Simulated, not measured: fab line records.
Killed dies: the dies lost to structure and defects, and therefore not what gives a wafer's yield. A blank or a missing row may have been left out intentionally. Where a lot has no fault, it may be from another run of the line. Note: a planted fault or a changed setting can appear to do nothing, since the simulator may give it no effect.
fab line records | flow nandHarc
record: lots: 13 | wafers: 39 | lastDay: 34
route steps=1302 shown A_CHANNEL_HOLE_D1@487 A_CHANNEL_FILL_D1@493 A_DECK1_JOINT@528 END@1302
lots with no fault: from the same line, run without faults
startH: hours from the record's opening day to when the first of the lot's shown wafers began | waitH: how many hours have passed since the lot's step before this one | " the same as in the row above | L1.1+2: a row that stands for several wafers | - either no value or no given start | * or withheld: withheld | < > ~ a bound
route shown NAME@n: NAME is a module with steps in the file, n the number in the route of the first one | usual: average and standard deviation across the fault-free wafers | same: alike in all rows | chamber/n: place in a boat | sites: per-site readings | _std_site: standard deviation of those values | _edge_site: mean of outer sites minus mean of inner sites | radiusMm: how far each site lies from the wafer's centre | mask NAME#n: copy n | behind: tool/chamber where the wafer was last shaped | hold: reason for holding the lot/hours on hold/outcome of the hold | device: whichever transistor did not switch (one of n, p or np) | end of line: tests of these same wafers at the route's end | a step with no rows: only its recipe | killed: dies that structure and defects cost at the first sort, which is not the same as the wafer's yield | map: a wafer's dies, marking killed ones x, the rest . and places with no die _
set.NAME: the setting the step ran with; set.NAME@STEP: the setting that earlier step ran with | model.NAME: the simulator's own value behind a step, which no gauge read
a sample of lots followed through the steps of the route, with each step as a table and each wafer as a row
services: from which hour (startH, from the record's first day; less than 0 if before it) a tool's chamber was out of use, for how many hours, and why
== steps ==
step: NHARC_A_CHANNEL_HOLE_D1_CD_MEAS_30
usual: cdNm: 90.4/1.2
lot.wafer | tool     | chamber | startH | waitH | cdNm
L938.1    | cdSem-03 | -       | 190.81 | -     | 90.3
L938.2    | "        | -       | "      | "     | 92.5
L938.6    | "        | -       | "      | "     | 91.3
L939.3    | cdSem-02 | -       | 212.64 | -     | 91.4
L939.4    | "        | -       | "      | "     | 91.9
L939.5    | "        | -       | "      | "     | 90.8
L940.1    | cdSem-02 | -       | 220.39 | -     | 90.9
L940.2    | "        | -       | "      | "     | 90.0
L940.3    | "        | -       | "      | "     | 89.9
L942.2    | cdSem-02 | -       | 240.87 | -     | 92.3
L942.3    | "        | -       | "      | "     | 92.1
L942.5    | "        | -       | "      | "     | 90.9
L944.1    | cdSem-02 | -       | 248.67 | -     | 90.4
L944.2    | "        | -       | "      | "     | 92.8
L944.4    | "        | -       | "      | "     | 90.1
L943.2    | cdSem-02 | -       | 249.10 | -     | 91.0
L943.3    | "        | -       | "      | "     | 88.6
L943.4    | "        | -       | "      | "     | 91.1
L946.1    | cdSem-03 | -       | 272.11 | -     | 89.1
L946.3    | "        | -       | "      | "     | 91.5
L946.6    | "        | -       | "      | "     | 88.7
L948.1    | cdSem-01 | -       | 296.61 | -     | 90.4
L948.2    | "        | -       | "      | "     | 90.8
L948.5    | "        | -       | "      | "     | 90.0
L953.3    | cdSem-01 | -       | 349.20 | -     | 91.6
L953.5    | "        | -       | "      | "     | 90.7
L953.6    | "        | -       | "      | "     | 88.5
L956.2    | cdSem-03 | -       | 394.00 | -     | 88.3
L956.4    | "        | -       | "      | "     | 91.1
L956.5    | "        | -       | "      | "     | 89.0
L958.1    | cdSem-01 | -       | 402.48 | -     | 88.3
L958.3    | "        | -       | "      | "     | 90.2
L958.5    | "        | -       | "      | "     | 90.2
L959.1    | cdSem-03 | -       | 408.57 | -     | 88.3
L959.3    | "        | -       | "      | "     | 89.5
L959.4    | "        | -       | "      | "     | 89.1
L960.3    | cdSem-03 | -       | 417.00 | -     | 90.2
L960.4    | "        | -       | "      | "     | 89.1
L960.6    | "        | -       | "      | "     | 90.5
step: NHARC_A_CHANNEL_FILL_D1_ALD_03
recipe: targetThkA: 60 | pulseTimeS: 60 | aldCycles: 58 | tempC: 630 | pressureTorr: 2 | material: SiNx
usual: chamberPressureTorr: 2.000/0.0044 | precursorPulseHeightRel: 1.002/0.019
lot.wafer | tool           | chamber | startH | waitH | chamberPressureTorr | precursorPulseHeightRel
L938.1    | aldSinBatch-03 | 0       | -      | -     | 1.995               | 0.967
L938.2    | "              | 0       | "      | "     | 1.996               | 1.005
L938.6    | "              | 0       | "      | "     | 2.003               | 1.032
L939.3    | aldSinBatch-03 | 0       | -      | -     | 2.001               | 1.019
L939.4    | "              | 0       | "      | "     | 1.997               | 1.011
L939.5    | "              | 0       | "      | "     | 1.995               | 1.006
L940.1    | aldSinBatch-03 | 0       | -      | -     | 2.001               | 1.002
L940.2    | "              | 0       | "      | "     | 2.006               | 1.004
L940.3    | "              | 0       | "      | "     | 1.999               | 0.983
L942.2    | aldSinBatch-03 | 0       | -      | -     | 2.004               | 1.027
L942.3    | "              | 0       | "      | "     | 1.999               | 1.012
L942.5    | "              | 0       | "      | "     | 2.004               | 1.005
L943.2    | aldSinBatch-01 | 0       | -      | -     | 2.000               | 0.997
L943.3    | "              | 0       | "      | "     | 1.995               | 0.988
L943.4    | "              | 0       | "      | "     | 2.000               | 0.988
L944.1    | aldSinBatch-01 | 0       | -      | -     | 2.005               | 1.010
L944.2    | "              | 0       | "      | "     | 2.002               | 1.039
L944.4    | "              | 0       | "      | "     | 1.997               | 0.983
L946.1    | aldSinBatch-01 | 0       | -      | -     | 2.002               | 0.994
L946.3    | "              | 0       | "      | "     | 2.006               | 0.986
L946.6    | "              | 0       | "      | "     | 2.002               | 0.983
L948.1    | aldSinBatch-03 | 0       | -      | -     | 2.003               | 1.004
L948.2    | "              | 0       | "      | "     | 2.008               | 0.991
L948.5    | "              | 0       | "      | "     | 2.000               | 0.982
L953.3    | aldSinBatch-02 | 0       | -      | -     | 1.996               | 1.003
L953.5    | "              | 0       | "      | "     | 2.000               | 0.993
L953.6    | "              | 0       | "      | "     | 2.007               | 1.002
L956.2    | aldSinBatch-02 | 0       | -      | -     | 2.003               | 0.961
L956.4    | "              | 0       | "      | "     | 2.005               | 0.999
L956.5    | "              | 0       | "      | "     | 1.996               | 1.011
L958.1    | aldSinBatch-02 | 0       | -      | -     | 1.997               | 0.963
L958.3    | "              | 0       | "      | "     | 1.995               | 0.989
L958.5    | "              | 0       | "      | "     | 1.997               | 0.971
L959.1    | aldSinBatch-02 | 0       | -      | -     | 1.999               | 1.013
L959.3    | "              | 0       | "      | "     | 1.997               | 0.992
L959.4    | "              | 0       | "      | "     | 2.001               | 1.013
L960.3    | aldSinBatch-03 | 0       | -      | -     | 2.003               | 1.001
L960.4    | "              | 0       | "      | "     | 2.004               | 1.024
L960.6    | "              | 0       | "      | "     | 1.997               | 1.017
step: NHARC_A_CHANNEL_FILL_D1_CMP_10
recipe: targetThkNm: 150
usual: motorCurrentA: 12.0/1.6 | timeToEndpointS: 14.7/2.5
lot.wafer | tool   | chamber | startH | waitH | motorCurrentA | timeToEndpointS
L938.1    | cmp-01 | 2       | 239.29 | 0.4   | 10.7          | 16.9
L938.2    | "      | 1       | "      | "     | 11.7          | 16.0
L938.6    | "      | 2       | "      | "     | 11.2          | 19.2
L939.4    | cmp-04 | 3       | 262.60 | 0.4   | 11.6          | 16.7
L939.3    | "      | 2       | "      | "     | 13.2          | 19.7
L939.5    | "      | 3       | "      | "     | 11.1          | 17.5
L940.2    | cmp-01 | 3       | 267.96 | 0.4   | 12.2          | 8.7
L940.1    | "      | 0       | "      | "     | 11.8          | 13.7
L940.3    | "      | 1       | "      | "     | 11.4          | 10.7
L942.2    | cmp-02 | 2       | 290.64 | 0.4   | 15.5          | 13.2
L942.3    | "      | 1       | "      | "     | 10.4          | 16.2
L942.5    | "      | 3       | "      | "     | 11.1          | 12.0
L944.2    | cmp-01 | 3       | 296.17 | 0.4   | 12.2          | 11.0
L944.1    | "      | 0       | "      | "     | 11.7          | 15.4
L944.4    | "      | 1       | "      | "     | 11.6          | 12.3
L943.3    | cmp-01 | 3       | 296.32 | 0.5   | 11.8          | 12.8
L943.2    | "      | 1       | "      | "     | 11.1          | 11.8
L943.4    | "      | 2       | "      | "     | 10.3          | 13.2
L946.3    | cmp-04 | 1       | 320.13 | 0.4   | 12.0          | 12.4
L946.1    | "      | 2       | "      | "     | 13.5          | 13.4
L946.6    | "      | 3       | "      | "     | 11.2          | 14.7
L948.1    | cmp-02 | 3       | 343.95 | 0.4   | 10.1          | 9.8
L948.2    | "      | 1       | "      | "     | 10.9          | 15.6
L948.5    | "      | 3       | "      | "     | 9.5           | 10.8
L953.3    | cmp-04 | 1       | 399.51 | 0.4   | 11.6          | 16.8
L953.5    | "      | 2       | "      | "     | 13.3          | 16.6
L953.6    | "      | 3       | "      | "     | 11.3          | 14.5
L956.4    | cmp-01 | 1       | 442.37 | 0.4   | 11.1          | 18.3
L956.2    | "      | 0       | "      | "     | 11.6          | 36.7
L956.5    | "      | 1       | "      | "     | 12.0          | 16.4
L958.1    | cmp-04 | 0       | 447.75 | 0.4   | 13.0          | 11.9
L958.3    | "      | 2       | "      | "     | 13.7          | 15.5
L958.5    | "      | 1       | "      | "     | 12.1          | 14.1
L959.4    | cmp-04 | 0       | 457.08 | 0.4   | 13.3          | 11.2
L959.3    | "      | 2       | "      | "     | 13.7          | 14.7
L959.1    | "      | 3       | "      | "     | 10.5          | 12.9
L960.4    | cmp-02 | 3       | 473.89 | 0.4   | 9.8           | 12.5
L960.3    | "      | 0       | "      | "     | 12.4          | 14.0
L960.6    | "      | 1       | "      | "     | 10.5          | 15.1
step: NHARC_A_DECK1_JOINT_THK_MEAS_14
recipe: thkMeasGauge: ellipsometry
usual: thkNm: 50.8/1.5
lot.wafer | tool         | chamber | startH | waitH | thkNm
L938.1    | filmMetro-02 | -       | 250.19 | 0.2   | 50.0
L938.2    | "            | -       | "      | "     | 51.5
L938.6    | "            | -       | "      | "     | 51.4
L939.3    | filmMetro-01 | -       | 273.62 | 0.2   | 51.5
L939.4    | "            | -       | "      | "     | 53.5
L939.5    | "            | -       | "      | "     | 50.4
L940.1    | filmMetro-01 | -       | 278.98 | 0.2   | 51.0
L940.2    | "            | -       | "      | "     | 54.1
L940.3    | "            | -       | "      | "     | 50.9
L942.2    | filmMetro-02 | -       | 301.54 | 0.2   | 49.6
L942.3    | "            | -       | "      | "     | 50.9
L942.5    | "            | -       | "      | "     | 49.0
L943.2    | filmMetro-01 | -       | 307.15 | 0.2   | 52.2
L943.3    | "            | -       | "      | "     | 49.6
L943.4    | "            | -       | "      | "     | 52.5
L944.1    | filmMetro-02 | -       | 307.15 | 0.2   | 52.0
L944.2    | "            | -       | "      | "     | 52.4
L944.4    | "            | -       | "      | "     | 51.8
L946.1    | filmMetro-01 | -       | 331.06 | 0.2   | 49.8
L946.3    | "            | -       | "      | "     | 48.3
L946.6    | "            | -       | "      | "     | 48.0
L948.1    | filmMetro-02 | -       | 355.17 | 0.2   | 50.8
L948.2    | "            | -       | "      | "     | 53.3
L948.5    | "            | -       | "      | "     | 49.7
L953.3    | filmMetro-02 | -       | 410.45 | 0.2   | 51.9
L953.5    | "            | -       | "      | "     | 51.3
L953.6    | "            | -       | "      | "     | 50.7
L956.2    | filmMetro-02 | -       | 453.34 | 0.2   | 50.0
L956.4    | "            | -       | "      | "     | 45.8
L956.5    | "            | -       | "      | "     | 51.6
L958.1    | filmMetro-02 | -       | 458.60 | 0.2   | 49.0
L958.3    | "            | -       | "      | "     | 50.5
L958.5    | "            | -       | "      | "     | 50.5
L959.1    | filmMetro-01 | -       | 468.17 | 0.2   | 50.3
L959.3    | "            | -       | "      | "     | 50.7
L959.4    | "            | -       | "      | "     | 53.2
L960.3    | filmMetro-01 | -       | 485.62 | 0.2   | 52.3
L960.4    | "            | -       | "      | "     | 48.0
L960.6    | "            | -       | "      | "     | 52.5
step: NHARC_END_SORT_01
recipe: tempC: 25
usual: killedAtArray: 49/19 | killedAtOther: 0.9/1.1 | killedAtPeriphery: 4.0/2.7 | killedDies: 54/19 | killedOpen: 3.3/1.8 | killedShort: 2.6/1.6
same: grossDies: 677
lot.wafer | tool      | chamber | startH | waitH | killedAtArray | killedAtOther | killedAtPeriphery | killedDies | killedOpen | killedShort
L943.2    | prober-02 | 0       | 608.08 | 2.8   | 53            | 1             | 5                 | 59         | 0          | 3
L943.3    | prober-02 | 0       | 608.88 | 3.1   | 69            | 1             | 4                 | 74         | 2          | 2
L943.4    | prober-02 | 0       | 609.68 | 3.4   | 66            | 1             | 2                 | 69         | 1          | 4
killed by level:class
L943.2 A_CHANNEL_HOLE_D2:chamberFilmFlake=17 A_SLIT:chamberFilmFlake=15 A_CONTACT:chamberFilmFlake=10 A_CHANNEL_HOLE_D1:chamberFilmFlake=5 P_GATE:chamberFilmFlake=3 A_CHANNEL_FILL_D2:geometricParticle:short=2 P_GATE:geometricParticle:short=1 P_ZERO_WELL:chamberFilmFlake=1
L943.3 A_CHANNEL_HOLE_D2:chamberFilmFlake=40 A_SLIT:chamberFilmFlake=15 A_BLC:chamberFilmFlake=6 A_CHANNEL_HOLE_D1:chamberFilmFlake=3 A_CHANNEL_FILL_D2:geometricParticle:short=2 P_ZERO_WELL:chamberFilmFlake=2 P_GATE:chamberFilmFlake=2 A_CHANNEL_FILL_D2:geometricParticle:open=1
L943.4 A_SLIT:chamberFilmFlake=34 A_CHANNEL_HOLE_D2:chamberFilmFlake=16 A_CONTACT:chamberFilmFlake=6 A_BLC:chamberFilmFlake=3 A_M0:geometricParticle:short=2 A_CHANNEL_HOLE_D1:chamberFilmFlake=2 P_CONTACT:geometricParticle:short=1 A_WL_FILL:geometricParticle:open=1
== services ==
tool           | chamber | startH | hours | kind
cmp-02         | -       | 178.11 | 2.7   | repair
cmp-04         | -       | 179.16 | 0.3   | repair
cmp-01         | -       | 186.83 | 4.0   | pm
cmp-02         | -       | 208.11 | 1.2   | repair
cmp-04         | -       | 210.84 | 4.0   | pm
cmp-02         | -       | 232.51 | 4.0   | pm
cmp-01         | -       | 245.14 | 0.5   | repair
cmp-02         | -       | 252.66 | 3.2   | repair
aldSinBatch-02 | -       | 266.00 | 26.0  | pm
cmp-04         | -       | 281.22 | 16.5  | repair
cmp-01         | -       | 284.83 | 4.0   | pm
cmp-02         | -       | 293.17 | 3.6   | repair
cmp-04         | -       | 308.84 | 4.0   | pm
cmp-04         | -       | 330.57 | 2.4   | repair
cmp-02         | -       | 330.64 | 4.0   | pm
cmp-02         | -       | 341.52 | 1.1   | repair
cmp-04         | -       | 376.12 | 0.9   | repair
cmp-04         | -       | 382.75 | 0.3   | repair
cmp-01         | -       | 382.83 | 4.0   | pm
cmp-04         | -       | 406.84 | 4.0   | pm
cmp-02         | -       | 414.36 | 0.6   | repair
cmp-02         | -       | 428.64 | 4.0   | pm
aldSinBatch-02 | -       | 456.17 | 8.3   | repair
cmp-01         | -       | 473.36 | 0.5   | repair
== key ==
firstSign: step: NHARC_A_CHANNEL_FILL_D1_CMP_10 | reading: timeToEndpointS | direction: up | sigmas: 8.7 | usual: * | struck: *
effect none on later readings
metAt NHARC_A_CHANNEL_FILL_D1_CMP_10
struckLots L956
struckWafers L956.2
testerLeftOut L956
notActingAt NHARC_A_CHANNEL_HOLE_D1_CD_MEAS_30,NHARC_A_CHANNEL_FILL_D1_ALD_03,NHARC_A_DECK1_JOINT_THK_MEAS_14
onsetBetween 296.17 442.37
fault: kind: processParameterDrift | tool: cmp-01 | chamber: 0 | onsetH: 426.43 | steps: NHARC_A_CHANNEL_FILL_D1_CMP_10 | channel: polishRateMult | offset: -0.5 | shape: step | endH: 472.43
testerLeftOut: of these lots the tester's yield and bins aren't shown, on N5 and GAA mostly nor the transistor test; their killed dies are dies lost to structure and defects alone, not to doping, threshold or leakage, so they don't give the yield
